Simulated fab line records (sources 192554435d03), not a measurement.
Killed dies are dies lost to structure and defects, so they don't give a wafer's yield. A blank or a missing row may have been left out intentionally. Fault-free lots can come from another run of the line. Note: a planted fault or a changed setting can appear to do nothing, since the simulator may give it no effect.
Chamber matching ; flow n5_finfet ; 4 sister chambers for N5_FIN_CUT_CUT_ETCH_28 on rie_si-04
The step etches Si in HBr/Cl2/O2, target depth 6 nm, time 2.4 s. 4 wafers are shown with their chamber, then 10 later ones without.

## WAFERS WITH THEIR CHAMBER
wafer;chamber;throttle_valve_pct (%)
L088.1;3;37.13
L088.5;1;37.26
L089.1;2;37.62
L089.2;0;37.71

## WAFERS WHOSE CHAMBER IS MISSING
wafer;throttle_valve_pct (%)
L089.5;37.72
L091.1;37.70
L091.2;37.27
L091.5;37.27
L096.2;37.61
L096.3;37.26
L096.6;37.71
L097.1;37.74
L097.5;37.61
L097.6;37.13

## WHICH CHAMBER EACH ONE RAN IN
wafer;from the rows above;in truth
L089.5;0;0
L091.1;0;0
L091.2;1;1
L091.5;1;1
L096.2;2;2
L096.3;1;1
L096.6;0;0
L097.1;0;0
L097.5;2;2
L097.6;3;3
Correct placement for 10 of the 10. Not placeable from these rows: 0. Number placed wrongly: 0.
How it was worked out, from the rows above alone: a wafer's distance from a chamber is the root of the sum, over the readings, of the square of ((its reading less the chamber's mean) divided by the reading's scatter). The wafer belongs to the nearest chamber; if the next one is less than 2 further off, it can't be placed. For every chamber, the mean is computed from those of its wafers that are shown. The scatter (one wafer shown for each chamber): square how far every hidden wafer sits from the nearest shown wafer, average those squares and take the square root.
